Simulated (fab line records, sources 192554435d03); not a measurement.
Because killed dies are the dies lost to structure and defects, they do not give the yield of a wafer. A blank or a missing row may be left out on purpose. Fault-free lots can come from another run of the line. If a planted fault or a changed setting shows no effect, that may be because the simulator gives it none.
fab line records    flow n5_finfet
record lots=5  wafers=15  last_day=17
route steps=1938 shown HKMG_FIN@440 GATE_CUT@465 PASSIVATION@1936
lots that met no fault: from a run of the same line without faults
start_h: hours from the record's first day to the start of the lot's first wafer shown    wait_h: time in hours since the lot's previous step    " as in the row above    L1.1+2: one row covering several wafers at once    - no value, or no start was given    * or withheld: withheld    < > ~ a bound
route shown NAME@n: NAME is a module with steps in the file, n the number in the route of the first one    usual: mean/standard deviation of fault-free wafers    same: alike in all rows    chamber/n: place in a boat    sites: per-site readings    _std_site: the values' standard deviation    _edge_site: mean of outer sites minus mean of inner sites    radius_mm: for every site, how far away it sits from the centre of the wafer    mask NAME#n: copy n    behind: tool/chamber where the wafer was last shaped    hold: cause of the lot's hold/its duration in hours/its outcome    device: the transistor (n, p or np) that didn't switch    end of line: the route-end tests of the same wafers    a step without rows: its recipe alone    killed: dies lost to structure and defects at the first sort, not the wafer's yield    map: a wafer's dies, x killed, . not, _ none there
set.NAME: the run value of the setting; set.NAME@STEP: its run value at that earlier step    model.NAME: the simulator's own value behind a step, which no gauge read
lots at some steps of the route; a table a step, a row a wafer
services: a tool's chamber out of use, with start hour (start_h, from the record's first day; less than 0 if before it), hours out, and reason
## steps
# step N5_HKMG_FIN_WET_ETCH_18
# recipe chemistry=SC1  target=TiN  mix=1:1:5  temp_c=*  time_s=55  target_depth_nm=5.2  dry=ipa_marangoni  rinse_time_s=30  rinse_temp_c=23
# step N5_HKMG_FIN_STRIP_19
# recipe chemistry=N2/H2  power_w=2500  temp_c=300  h2_frac=0.65  time_s=360  pressure_mtorr=withheld  n2_flow_sccm=1750  h2_flow_sccm=3250
# step N5_HKMG_FIN_ALD_91
# recipe material=TiN  target_thk_a=10  temp_c=400  ald_precursor_family=TiCl4  ald_co_reactant=NH3  pulse_time_s=1  purge_time_s=3  co_reactant_purge_time_s=2  co_reactant_pulse_time_s=2  ald_cycles=47  pressure_torr=3
# step N5_HKMG_FIN_COAT_85
# recipe resist=SOC  temp_c=250  time_s=60  spin_rpm=1500  resist_thk_nm=300
# step N5_HKMG_FIN_ETCH_86
# recipe chemistry=N2/H2  target=SOC  target_depth_a=3932  stop_on=TiN  ion_energy_ev=100  bias_w=61  pressure_mtorr=30  source_w=850  n2_flow_sccm=200  h2_flow_sccm=200
# step N5_HKMG_FIN_STRIP_89
# recipe chemistry=N2/H2  material=SOC  time_s=20  power_w=500  temp_c=40  pressure_mtorr=50  rf_frequency_hz=6e+07  bias_power_w=8  h2_frac=0.5  n2_flow_sccm=300  h2_flow_sccm=300
# step N5_HKMG_FIN_WET_ETCH_87
# recipe chemistry=SC1  target=TiN  mix=1:2:40  temp_c=50  time_s=154.2  target_depth_nm=4.7  dry=ipa_marangoni  rinse_time_s=30  rinse_temp_c=23
# step N5_HKMG_FIN_STRIP_88
# recipe chemistry=N2/H2  power_w=2500  temp_c=300  h2_frac=0.65  time_s=360  pressure_mtorr=withheld  n2_flow_sccm=1750  h2_flow_sccm=3250
# step N5_HKMG_FIN_NWFM_ALD_20
# recipe material=TiAlC  target_thk_a=20  temp_c=300  ald_precursor_family=TiCl4  ald_co_reactant=TEA  pulse_time_s=3  purge_time_s=2  co_reactant_purge_time_s=2  co_reactant_pulse_time_s=10  ald_cycles=7  pressure_torr=3
# step N5_HKMG_FIN_ALD_71
# recipe material=TiN  target_thk_a=10  temp_c=400  ald_precursor_family=TiCl4  ald_co_reactant=NH3  pulse_time_s=1  purge_time_s=3  co_reactant_purge_time_s=2  co_reactant_pulse_time_s=2  ald_cycles=47  pressure_torr=3
# step N5_HKMG_FIN_COAT_66
# recipe resist=SOC  temp_c=250  time_s=60  spin_rpm=1500  resist_thk_nm=300
# step N5_HKMG_FIN_ETCH_67
# recipe chemistry=N2/H2  target=SOC  target_depth_a=3889  stop_on=TiN  ion_energy_ev=100  bias_w=61  pressure_mtorr=30  source_w=850  n2_flow_sccm=200  h2_flow_sccm=200
# step N5_HKMG_FIN_STRIP_90
# recipe chemistry=N2/H2  material=SOC  time_s=20  power_w=500  temp_c=40  pressure_mtorr=50  rf_frequency_hz=6e+07  bias_power_w=8  h2_frac=0.5  n2_flow_sccm=300  h2_flow_sccm=300
# usual drypump_motor_current_A=5.7/0.32  oes_product_au=0.74/0.042  rf_vpp_V=54.1/0.89  showerhead_plenum_p_Torr=3.35/0.11  throttle_valve_pct=19.19/0.27
lot.wafer  tool         chamber  start_h  wait_h  drypump_motor_current_A  oes_product_au  rf_hours_counter_h  rf_vpp_V  showerhead_plenum_p_Torr  throttle_valve_pct
L777.3     rie_diel-06  0        89.89    0.0     5.8                      0.77            144                 55.8      3.51                      19.13
L777.4     "            1        "        "       5.5                      0.75            171                 54.0      3.36                      19.35
L777.6     "            0        "        "       5.8                      0.78            -                   55.3      3.51                      19.12
L779.1     rie_diel-06  2        100.78   0.0     6.3                      0.72            227                 53.3      3.19                      19.12
L779.4     "            1        "        "       5.4                      0.74            175                 55.1      3.36                      19.35
L779.5     "            1        "        "       5.5                      0.74            -                   52.4      3.36                      19.36
L787.1     rie_diel-06  1        153.06   0.0     5.4                      0.72            195                 55.0      3.34                      19.38
L787.2     "            0        "        "       5.8                      0.76            167                 53.6      3.50                      19.18
L787.4     "            2        "        "       6.3                      0.70            246                 54.8      3.18                      19.11
L788.1     rie_diel-02  0        158.16   0.0     5.6                      0.68            212                 53.1      3.31                      18.72
L788.2     "            3        "        "       5.6                      0.74            202                 53.1      3.32                      19.43
L788.6     "            3        "        "       5.6                      0.74            -                   54.2      3.32                      19.46
L796.2     rie_diel-02  0        202.74   0.0     5.6                      0.68            224                 54.8      3.31                      18.74
L796.4     "            2        "        "       5.4                      0.71            234                 54.7      3.32                      18.91
L796.5     "            0        "        "       5.6                      0.67            -                   53.2      3.31                      18.74
# step N5_HKMG_FIN_WET_ETCH_73
# recipe chemistry=SC1  mix=1:2:40  temp_c=50  time_s=42.3  target_depth_nm=1.3  dry=ipa_marangoni  rinse_time_s=30  rinse_temp_c=23
# step N5_HKMG_FIN_ETCHBACK_68
# recipe chemistry=Cl2/Ar  stop_on=HfO2  target_depth_a=5  pressure_mtorr=10  icp_w=600  bias_w=60  Cl2_flow_sccm=40  Ar_flow_sccm=60
# step N5_HKMG_FIN_STRIP_69
# recipe chemistry=N2/H2  power_w=2500  temp_c=300  h2_frac=0.65  time_s=360  pressure_mtorr=withheld  n2_flow_sccm=1750  h2_flow_sccm=3250
# usual drypump_motor_current_A=5.7/0.52  heater_power_w=492/13
lot.wafer  tool             chamber  start_h  wait_h  drypump_motor_current_A  heater_power_w  rf_hours_counter_h
L777.3     plasma_asher-02  1        90.45    0.3     5.2                      499             -
L777.4     "                0        "        "       5.2                      491             -
L777.6     "                1        "        "       5.2                      495             -
L779.1     plasma_asher-02  1        101.07   0.1     5.2                      513             40
L779.4     "                0        "        "       5.3                      495             -
L779.5     "                0        "        "       5.3                      507             -
L787.1     plasma_asher-01  0        153.63   0.4     6.5                      471             105
L787.2     "                1        "        "       6.0                      488             105
L787.4     "                1        "        "       6.0                      501             -
L788.1     plasma_asher-01  1        158.46   0.1     6.0                      491             106
L788.2     "                0        "        "       6.5                      474             106
L788.6     "                0        "        "       6.5                      475             -
L796.2     plasma_asher-01  1        203.18   0.2     6.0                      483             115
L796.4     "                1        "        "       6.0                      495             -
L796.5     "                0        "        "       6.5                      467             -
# step N5_HKMG_FIN_ALD_21
# recipe material=TiN  target_thk_a=15  temp_c=400  ald_precursor_family=TiCl4  ald_co_reactant=NH3  pulse_time_s=1  purge_time_s=3  co_reactant_purge_time_s=2  co_reactant_pulse_time_s=2  ald_cycles=68  pressure_torr=3
# step N5_HKMG_FIN_ALD_72
# recipe material=W  target_thk_a=20  temp_c=300  pressure_torr=7.5  ald_precursor_family=WF6  ald_co_reactant=B2H6  pulse_time_s=1  purge_time_s=2  co_reactant_purge_time_s=2  co_reactant_pulse_time_s=3  ald_cycles=7
# step N5_HKMG_FIN_W_FILL_22
# recipe material=W  target_thk_a=600  temp_c=400  pressure_torr=39.4  time_s=18.2
# step N5_HKMG_FIN_PRECLEAN_83
# recipe chemistry=DIW  time_s=57.5  temp_c=23
# step N5_HKMG_FIN_SRD_84
# recipe dry_time_s=32  dry=n2_spin  spin_rpm=1500
# step N5_HKMG_FIN_CMP_23
# recipe stop_on=SiNx  t_overpolish_s=10  post_cmp_clean=rinse_only  down_force_psi=4  platen_rpm=50.289  pad_velocity_m_s=1.0006  target_thk_nm=46.326
# step N5_HKMG_FIN_CMP_94
# recipe stop_on=SiNx  post_cmp_clean=w_dilute_nh4oh  t_overpolish_s=4.7  down_force_psi=4  platen_rpm=50.289  pad_velocity_m_s=1.0006  target_thk_nm=43.299
# step N5_GATE_CUT_ETCHBACK_00
# recipe chemistry=SF6/Cl2  target=W  pressure_mtorr=8  icp_w=900  bias_w=80  SF6_flow_sccm=40  Cl2_flow_sccm=60
# step N5_GATE_CUT_ETCH_56
# recipe chemistry=Cl2/Ar  target=TiN  target_depth_a=216  pressure_mtorr=10  icp_w=600  bias_w=60  Cl2_flow_sccm=40  Ar_flow_sccm=60
# step N5_GATE_CUT_ETCHBACK_30
# recipe chemistry=Cl2/Ar  target=TiN  target_depth_a=30  mode=isotropic  pressure_mtorr=10  icp_w=600  bias_w=60  Cl2_flow_sccm=40  Ar_flow_sccm=60
# step N5_GATE_CUT_VAPOR_ETCH_60
# recipe chemistry=BCl3/Cl2  target=HfO2  mode=isotropic
# usual drypump_motor_current_A=5.8/0.37  oes_product_au=0.71/0.14
lot.wafer  tool          chamber  start_h  wait_h  drypump_motor_current_A  oes_product_au
L777.3     rie_metal-03  0        92.24    0.0     5.6                      0.67
L777.4     "             1        "        "       5.6                      0.67
L777.6     "             1        "        "       5.6                      0.68
L779.1     rie_metal-03  1        102.98   0.0     5.6                      0.68
L779.4     "             1        "        "       5.6                      0.68
L779.5     "             1        "        "       5.6                      0.68
L787.1     rie_metal-02  0        155.54   0.0     5.9                      0.92
L787.2     "             1        "        "       5.5                      0.61
L787.4     "             0        "        "       5.9                      0.93
L788.1     rie_metal-03  0        160.36   0.0     5.7                      0.67
L788.2     "             1        "        "       5.6                      0.67
L788.6     "             0        "        "       5.6                      0.66
L796.2     rie_metal-03  0        205.08   0.0     5.6                      0.66
L796.4     "             1        "        "       5.6                      0.67
L796.5     "             1        "        "       5.6                      0.67
# step N5_GATE_CUT_ETCH_58
# recipe chemistry=CH3F/O2  target=SiNx  target_depth_a=170  time_s=128.6  ion_energy_ev=50  pressure_mtorr=30  source_w=415  bias_w=21  Ar_flow_sccm=150  CH3F_flow_sccm=30  O2_flow_sccm=20
# step N5_GATE_CUT_STRIP_59
# recipe chemistry=N2/H2  time_s=20  power_w=100  temp_c=40  pressure_mtorr=100  rf_frequency_hz=6e+07  bias_power_w=3  n2_flow_sccm=300  h2_flow_sccm=300
# usual drypump_motor_current_A=5.7/0.41  oes_product_au=0.80/0.079  rf_vpp_V=45.2/0.83  showerhead_plenum_p_Torr=3.37/0.13  throttle_valve_pct=12.14/0.2
lot.wafer  tool         chamber  start_h  wait_h  drypump_motor_current_A  oes_product_au  rf_hours_counter_h  rf_vpp_V  showerhead_plenum_p_Torr  throttle_valve_pct
L777.3     rie_diel-04  0        92.39    0.1     5.1                      0.80            129                 44.2      3.36                      11.98
L777.4     "            1        "        "       5.9                      0.91            20                  44.1      3.58                      12.01
L777.6     "            1        "        "       5.9                      0.91            -                   45.7      3.58                      11.99
L779.1     rie_diel-04  2        103.17   0.1     5.6                      0.67            245                 45.0      3.18                      12.26
L779.4     "            1        "        "       5.9                      0.91            23                  46.6      3.58                      12.01
L779.5     "            2        "        "       5.6                      0.68            -                   46.2      3.18                      12.28
L787.1     rie_diel-05  2        155.70   0.1     5.3                      0.81            101                 46.4      3.43                      12.36
L787.2     "            0        "        "       5.9                      0.99            1                   46.0      3.46                      12.02
L787.4     "            1        "        "       6.1                      0.80            100                 45.7      3.26                      12.15
L788.1     rie_diel-01  2        160.56   0.1     5.2                      0.81            93                  45.3      3.27                      12.19
L788.2     "            1        "        "       6.3                      0.85            51                  44.9      3.30                      11.90
L788.6     "            1        "        "       6.4                      0.85            -                   45.1      3.30                      11.90
L796.2     rie_diel-05  0        205.28   0.1     5.9                      0.93            17                  45.9      3.45                      12.06
L796.4     "            3        "        "       6.2                      0.72            231                 46.4      3.46                      12.41
L796.5     "            3        "        "       6.2                      0.72            -                   46.8      3.47                      12.44
# step N5_GATE_CUT_PRECLEAN_31
# recipe temp_c=23  chemistry=DIW  time_s=300
# step N5_GATE_CUT_SRD_32
# recipe time_s=30  temp_c=23  rinse_liquid=diw  dry=ipa_marangoni
# step N5_GATE_CUT_SAC_CAP_01
# recipe material=SiNx  target_thk_a=240  temp_c=400  ald_precursor_family=SiH2I2  ald_co_reactant=N2/H2-plasma  pulse_time_s=1  ald_cycles=480  purge_time_s=2  co_reactant_purge_time_s=2  pressure_torr=2
# usual heater_power_w=835/110  precursor_pulse_height_rel=1.000/0.019
# same co_reactant_purge_time_s=2
lot.wafer  tool        chamber  start_h  wait_h  heater_power_w  precursor_pulse_height_rel  since_wet_clean_h
L777.3     ald_sin-04  2        92.60    0.0     963             1.003                       282
L777.4     "           0        "        "       830             0.999                       282
L777.6     "           0        93.69    1.1     812             1.011                       -
L779.1     ald_sin-04  0        103.39   0.0     831             1.001                       293
L779.4     "           3        "        "       768             0.997                       293
L779.5     "           2        104.47   1.1     947             1.027                       -
L787.1     ald_sin-03  3        155.91   0.0     812             0.977                       149
L787.2     "           1        "        "       595             0.987                       149
L787.4     "           2        "        "       693             0.995                       149
L788.1     ald_sin-03  0        160.82   0.0     1028            0.986                       154
L788.2     "           2        "        "       683             1.006                       154
L788.6     "           0        161.90   1.1     1037            1.016                       -
L796.2     ald_sin-01  0        205.50   0.0     800             0.994                       106
L796.4     "           3        "        "       893             0.972                       106
L796.5     "           3        206.58   1.1     898             0.976                       -
# step N5_GATE_CUT_PECVD_57
# recipe material=SiNx  target_thk_a=210  temp_c=400  precursor=SiH4/NH3/N2  pressure_torr=1.5  rf_w=300
# step N5_GATE_CUT_CMP_02
# recipe stop_on=SiO2  t_overpolish_s=12.7  post_cmp_clean=alkaline_brush  down_force_psi=2.5  platen_rpm=51.8  pad_velocity_m_s=1.0307  target_thk_nm=0
# step N5_GATE_CUT_HM_DEP_46
# recipe material=SiO2  target_thk_a=1300  temp_c=400  precursor=TEOS/O2  pressure_torr=6.5  rf_w=900  teos_flow_sccm=161.4  gas=O2  flow_sccm=2650  time_s=26.6
# usual heater_power_w=471/78  showerhead_plenum_p_Torr=8.35/0.042  throttle_valve_pct=18.9/0.71
lot.wafer  tool      chamber  start_h  wait_h  heater_power_w  showerhead_plenum_p_Torr  since_wet_clean_h  throttle_valve_pct
L777.3     pecvd-04  0        95.20    0.0     509             8.27                      980                19.2
L777.4     "         0        "        "       518             8.30                      -                  18.8
L777.6     "         1        "        "       461             8.39                      -                  18.5
L779.1     pecvd-04  1        105.99   0.0     439             8.38                      1716               18.3
L779.4     "         2        "        "       515             8.30                      -                  18.9
L779.5     "         1        "        "       458             8.37                      -                  18.4
L787.1     pecvd-02  2        158.51   0.0     638             8.40                      2131               18.9
L787.2     "         1        "        "       533             8.32                      1406               19.7
L787.4     "         2        "        "       638             8.41                      -                  19.3
L788.1     pecvd-02  1        163.42   0.0     574             8.33                      1411               19.7
L788.2     "         0        "        "       546             8.40                      686                17.8
L788.6     "         1        "        "       582             8.32                      -                  20.0
L796.2     pecvd-03  0        208.10   0.0     344             8.34                      912                20.2
L796.4     "         1        "        "       385             8.38                      -                  19.2
L796.5     "         2        "        "       500             8.35                      -                  17.9
# step N5_GATE_CUT_COAT_34
# recipe resist=SOC  temp_c=250  time_s=60  spin_rpm=1500  resist_thk_nm=60
# step N5_GATE_CUT_COAT_35
# recipe resist=SiARC  temp_c=220  time_s=60  spin_rpm=1500  resist_thk_nm=10
# step N5_GATE_CUT_COAT_27
# recipe resist=underlayer  temp_c=205  time_s=60  spin_rpm=1500  resist_thk_nm=10
# step N5_GATE_CUT_COAT_07
# recipe resist=CAR-EUV  spin_rpm=1500  resist_thk_nm=30
# step N5_PASSIVATION_PROBE_49
# usual killed_at_M0_to_M3=34/12  killed_at_M4_up=12/4.9  killed_at_contacts=13/7.2  killed_at_front_end=39/12  killed_at_other=3.7/2.9  killed_dies=101/18  killed_on_rim=13/4  killed_open=67/14  killed_short=33/7.2
# same gross_dies=1180  killed_at_back_side=0
lot.wafer  tool       chamber  start_h  wait_h  killed_at_M0_to_M3  killed_at_M4_up  killed_at_contacts  killed_at_front_end  killed_at_other  killed_dies  killed_on_rim  killed_open  killed_short
L777.3     prober-01  -        277.59   0.1     37                  9                15                  33                   8                102          17             69           31
L777.4     prober-01  -        277.64   0.2     52                  18               8                   25                   4                107          10             71           36
L777.6     prober-01  -        277.74   0.3     42                  12               3                   33                   4                94           6              58           35
L779.1     prober-01  -        299.28   0.0     23                  16               7                   48                   5                99           6              53           42
L779.4     prober-01  -        299.43   0.2     20                  14               7                   57                   7                105          12             65           40
L779.5     prober-01  -        299.48   0.2     14                  9                24                  35                   4                86           10             63           23
L787.1     prober-01  -        356.86   0.0     19                  7                14                  126                  12               178          27             56           40
L787.2     prober-01  -        356.91   0.1     45                  13               12                  26                   2                98           12             67           30
L787.4     prober-01  -        357.01   0.2     30                  7                11                  35                   3                86           6              58           27
L788.1     prober-01  -        364.29   0.0     20                  11               12                  22                   3                68           8              52           16
L788.2     prober-01  -        364.34   0.1     18                  11               20                  46                   1                96           12             58           35
L788.6     prober-01  -        364.54   0.3     23                  8                8                   39                   2                80           9              50           27
L796.2     prober-01  -        398.19   0.2     32                  16               14                  52                   0                114          17             79           32
L796.4     prober-01  -        398.29   0.3     32                  10               12                  42                   0                96           15             68           27
L796.5     prober-01  -        398.34   0.3     35                  13               19                  58                   2                127          11             86           39
# killed by level:class
L777.3 BEOL_M3:geometric_particle:open=14 MOL_CONTACT_COAG:geometric_particle:open=12 GATE_CUT:geometric_particle:open=9 BEOL_M0_SAQP:geometric_particle:short=9 GATE_CUT:geometric_particle:short=6 BEOL_M2:geometric_particle:open=5 PAD_METAL:geometric_particle:open=5 STARTING-WAFER:geometric_particle:open=5
L777.4 BEOL_M2:geometric_particle:open=12 BEOL_M4:geometric_particle:open=12 BEOL_M3:geometric_particle:open=10 FIN_SAQP:geometric_particle:short=8 MOL_CONTACT_COAG:geometric_particle:open=7 BEOL_M3:geometric_particle:short=7 DUMMY_GATE:geometric_particle:open=6 BEOL_M0:geometric_particle:open=5
L777.6 BEOL_M0_SAQP:geometric_particle:short=15 FIN_SAQP:geometric_particle:open=12 BEOL_M2:geometric_particle:open=7 BEOL_M0_SAQP:geometric_particle:open=5 STARTING-WAFER:geometric_particle:open=5 BEOL_M4:geometric_particle:open=5 FIN_SAQP:geometric_particle:short=4 DUMMY_GATE:geometric_particle:open=3
L779.1 FIN_SAQP:geometric_particle:short=19 FIN_SAQP:geometric_particle:open=10 BEOL_M1:geometric_particle:short=8 MOL_CONTACT_COAG:geometric_particle:open=7 BEOL_M4:geometric_particle:open=5 ILD0:geometric_particle:open=5 DUMMY_GATE:geometric_particle:open=4 BEOL_M2:geometric_particle:open=4
L779.4 FIN_SAQP:geometric_particle:open=19 STI_FIN_REVEAL:geometric_particle:open=9 ILD0:geometric_particle:short=9 FIN_SAQP:geometric_particle:short=8 BEOL_M4:geometric_particle:open=8 BEOL_M0_SAQP:geometric_particle:short=5 STI_FIN_REVEAL:geometric_particle:short=4 MOL_CONTACT_COAG:geometric_particle:open=4
L779.5 MOL_CONTACT_COAG:geometric_particle:open=20 FIN_SAQP:geometric_particle:open=12 STI_FIN_REVEAL:geometric_particle:open=8 FIN_SAQP:geometric_particle:short=4 GATE_CUT:geometric_particle:short=4 MOL_CONTACT_COAG:geometric_particle:short=4 BEOL_M4:geometric_particle:open=4 BEOL_M0_SAQP:geometric_particle:short=3
L787.1 HKMG_FIN:unspecified=81 FIN_SAQP:geometric_particle:open=16 MOL_CONTACT_COAG:geometric_particle:open=10 GATE_CUT:geometric_particle:short=9 FIN_SAQP:geometric_particle:short=6 GATE_CUT:geometric_particle:open=5 BEOL_M0_SAQP:geometric_particle:short=5 MIM_TOP:geometric_particle:open=5
L787.2 BEOL_M0_SAQP:geometric_particle:short=16 MOL_CONTACT_COAG:geometric_particle:open=12 BEOL_M0_SAQP:geometric_particle:open=10 BEOL_M3:geometric_particle:open=5 GATE_CUT:geometric_particle:open=5 BEOL_M5:geometric_particle:open=5 STI_FIN_REVEAL:geometric_particle:open=4 BEOL_M2:geometric_particle:open=4
L787.4 FIN_SAQP:geometric_particle:open=16 FIN_SAQP:geometric_particle:short=7 MOL_CONTACT_COAG:geometric_particle:open=7 BEOL_M0_SAQP:geometric_particle:short=7 BEOL_M1:geometric_particle:open=6 BEOL_M0_SAQP:geometric_particle:open=6 BEOL_M3:geometric_particle:open=6 MOL_CONTACT_COAG:geometric_particle:short=4
L788.1 MOL_CONTACT_COAG:geometric_particle:open=9 GATE_CUT:geometric_particle:open=6 BEOL_M2:geometric_particle:open=6 DUMMY_GATE:geometric_particle:open=4 BEOL_M2:geometric_particle:short=4 BEOL_M3:geometric_particle:open=4 BEOL_M5:geometric_particle:open=4 STARTING-WAFER:geometric_particle:open=4
L788.2 FIN_SAQP:geometric_particle:open=14 MOL_CONTACT_COAG:geometric_particle:open=14 GATE_CUT:geometric_particle:short=7 MOL_CONTACT_COAG:geometric_particle:short=6 BEOL_M3:geometric_particle:open=5 BEOL_M4:geometric_particle:open=5 BEOL_M4:geometric_particle:short=4 STI_FIN_REVEAL:geometric_particle:open=3
L788.6 STI_FIN_REVEAL:geometric_particle:open=12 MOL_CONTACT_COAG:geometric_particle:open=7 BEOL_M2:geometric_particle:open=7 FIN_SAQP:geometric_particle:short=6 DUMMY_GATE:geometric_particle:open=6 BEOL_M3:geometric_particle:open=5 BEOL_M4:geometric_particle:open=4 BEOL_M0_SAQP:geometric_particle:short=3
L796.2 FIN_SAQP:geometric_particle:open=16 FIN_SAQP:geometric_particle:short=14 MOL_CONTACT_COAG:geometric_particle:open=13 BEOL_M1:geometric_particle:open=9 BEOL_M4:geometric_particle:open=7 DUMMY_GATE:geometric_particle:open=6 BEOL_M0_SAQP:geometric_particle:open=6 STI_FIN_REVEAL:geometric_particle:open=5
L796.4 FIN_SAQP:geometric_particle:open=17 FIN_SAQP:geometric_particle:short=11 BEOL_M1:geometric_particle:open=10 MOL_CONTACT_COAG:geometric_particle:open=9 BEOL_M0_SAQP:geometric_particle:open=6 ILD0:geometric_particle:open=4 BEOL_M0_SAQP:geometric_particle:short=4 BEOL_M2:geometric_particle:open=4
L796.5 FIN_SAQP:geometric_particle:open=14 MOL_CONTACT_COAG:geometric_particle:open=14 FIN_SAQP:geometric_particle:short=12 BEOL_M0_SAQP:geometric_particle:open=9 BEOL_M2:geometric_particle:open=7 BEOL_M1:geometric_particle:open=6 STI_FIN_REVEAL:geometric_particle:open=5 MOL_CONTACT_COAG:geometric_particle:short=5
# map L787.1 (x killed, . not)
_________________............________________
______________.....x...........x_____________
___________........................__________
__________............x...........x._________
________......x........x.x............_______
_______x......x........x.......x.......______
______.xx.........x.........x.x........._____
_____..............x...............x.....____
____.......x.......................x......___
___x...........x...................xx......__
___...........x..x....................xx..x__
__.....x.x............x....x...xx..........._
__...x.....x..........x...................x._
_....x..x....................................
_x.........x..xx..............x.x............
_.............x...x..........................
_....................x.......................
_....x.xx.....x..............................
_.............x..............................
_..x.....x.x........xx.x.......x...x....x....
_....xx...xx.x..........x.x................x.
__..xxxxxx.............x...................._
__.x..xxxxx.x.............x................x_
___xxxxxxxxxx...........x..xx..............__
___xxxxxxxxxx..x.......x.............x.....__
____xxxxxxxxxx..x.........x...............___
_____xxxxxxxxx.........x....xxxx.........____
______xxxxxxxxxxxx..x.......x.......x..._____
_______xxxxxxx.xx...........x........x.______
________xx.x.x........................_______
__________xxxx.x...........x........_________
___________...x.......x............__________
______________.................._____________
_________________............________________
# map L779.4 (x killed, . not)
_________________..x.........________________
______________....x.x..........._____________
___________........................__________
__________...........x...........x.._________
________.........x...................._______
_______.x..................x.....x.....______
______............x..............x......_____
_____xx........x...............x.........____
____...x............x..x..x...............___
___x..............x............x.x...x.....__
___.x............................x.....x...__
__......................x..x..........x.x..._
__....x...........x..............x.........._
_...x...............................x....x...
_...x.......x.xx.......x...................x.
_...........x....x..........x......x...x.....
_...x.x..x....................x.x.........x..
_.......x..x...................x....x...x...x
_...x.......................x.............x..
_x.........x..x........................x.....
_.x.x................x......x.............x..
__....................x....................._
__...................x.............x..x....._
___..........x...................x.........__
___.......................x.............x..__
____.....x.................x.x............___
_____.....x..xx..x..x....................____
______........x...............x........._____
_______..................x.x...........______
________...xxxx......................._______
__________.............x............_________
___________..x.x...................__________
______________...x.......xxx...._____________
_________________.....x..x...________________
## services
tool             chamber  start_h  hours  kind
rie_diel-02      2        69.19    10.5   repair
rie_diel-04      0        80.56    7.8    repair
ald_sin-01       -        85.84    14.0   pm
rie_diel-01      -        98.51    2.8    pm
pecvd-02         -        101.13   0.5    repair
pecvd-02         -        103.94   2.8    pm
ald_sin-03       -        111.26   6.0    pm
rie_diel-01      3        111.79   13.2   repair
rie_metal-02     1        118.02   13.9   repair
rie_diel-06      3        119.33   22.6   repair
rie_diel-01      0        123.46   131.8  repair
rie_diel-05      1        126.84   5.4    repair
ald_sin-04       1        137.93   12.3   repair
rie_diel-02      1        146.47   3.9    repair
plasma_asher-02  -        148.95   4.9    repair
rie_diel-01      3        154.67   14.1   repair
rie_metal-03     -        168.61   0.6    repair
ald_sin-04       -        173.10   6.0    pm
ald_sin-04       -        179.10   14.0   pm
rie_diel-02      3        185.18   6.4    repair
pecvd-04         -        189.42   0.3    repair
plasma_asher-01  -        189.66   1.4    repair
rie_diel-04      0        202.29   6.5    repair
rie_diel-05      2        205.97   1.6    repair
## key
first_sign step=N5_PASSIVATION_PROBE_49  reading=killed_at_front_end  direction=up  sigmas=7.1  usual=39  struck=126
effect step=N5_PASSIVATION_PROBE_49  reading=killed_dies  direction=up  sigmas=4.4  usual=101  struck=178
more_kills_born_at N5_HKMG_FIN_STRIP_90@rie_diel-06=81
met_at N5_HKMG_FIN_STRIP_90
struck_wafers L787.1
tester_left_out L787
onset_between 100.78 153.06
fault kind=chamber_particle_source  tool=rie_diel-06  chamber=1  onset_h=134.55  steps=N5_HKMG_FIN_STRIP_90  rate_per_visit_cm2=0.60335  end_h=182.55
# tester_left_out: of these lots the tester's yield and bins aren't shown, on N5 and GAA mostly nor the transistor test; their killed dies are dies lost to structure and defects alone, not to doping, threshold or leakage, so they don't give the yield
